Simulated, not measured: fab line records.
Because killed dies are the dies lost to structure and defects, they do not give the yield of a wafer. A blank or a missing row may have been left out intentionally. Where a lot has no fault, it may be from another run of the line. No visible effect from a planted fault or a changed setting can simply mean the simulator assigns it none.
Chamber matching + flow nand_harc + 3 sister chambers for NHARC_P_M1_PRE_CLEAN_32 on pecvd-04
The step time 12 s. 3 wafers are shown with their chamber, then 12 later ones without.

## WAFERS WITH THEIR CHAMBER
| wafer  | chamber | heater_power_w (W) |
|--------|---------|--------------------|
| L088.1 | 2       | 660                |
| L090.1 | 0       | 732                |
| L090.6 | 1       | 613                |

## WAFERS WITHOUT THEIR CHAMBER
| wafer  | heater_power_w (W) |
|--------|--------------------|
| L092.4 | 672                |
| L092.5 | 660                |
| L092.6 | 600                |
| L093.3 | 522                |
| L093.4 | 650                |
| L093.5 | 629                |
| L096.2 | 714                |
| L096.3 | 535                |
| L096.4 | 721                |
| L097.2 | 619                |
| L097.3 | 698                |
| L097.6 | 645                |

## WHICH CHAMBER EACH WENT THROUGH
| wafer  | from the rows above          | in truth |
|--------|------------------------------|----------|
| L092.4 | can't be placed: 2 or 1 or 0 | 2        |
| L092.5 | can't be placed: 2 or 1 or 0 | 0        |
| L092.6 | can't be placed: 1 or 2      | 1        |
| L093.3 | can't be placed: 1 or 2      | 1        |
| L093.4 | can't be placed: 2 or 1 or 0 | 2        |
| L093.5 | can't be placed: 1 or 2      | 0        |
| L096.2 | can't be placed: 0 or 2      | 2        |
| L096.3 | can't be placed: 1 or 2      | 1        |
| L096.4 | can't be placed: 0 or 2      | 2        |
| L097.2 | can't be placed: 1 or 2      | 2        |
| L097.3 | can't be placed: 0 or 2 or 1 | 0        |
| L097.6 | can't be placed: 2 or 1 or 0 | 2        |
Correct placement for 0 of the 12. Cannot be placed on the basis of these rows: 12; the candidates contain the true chamber in 11. Wrongly placed: 0.
How it was worked out, from the rows above alone: a wafer's distance from a chamber is the root of the sum, over the readings, of the square of ((its reading less the chamber's mean) divided by the reading's scatter). The wafer belongs to the nearest chamber; if the next one is less than 2 further off, it can't be placed. For every chamber, the mean is computed from those of its wafers that are shown. The scatter (one wafer shown for each chamber): square how far every hidden wafer sits from the nearest shown wafer, average those squares and take the square root.
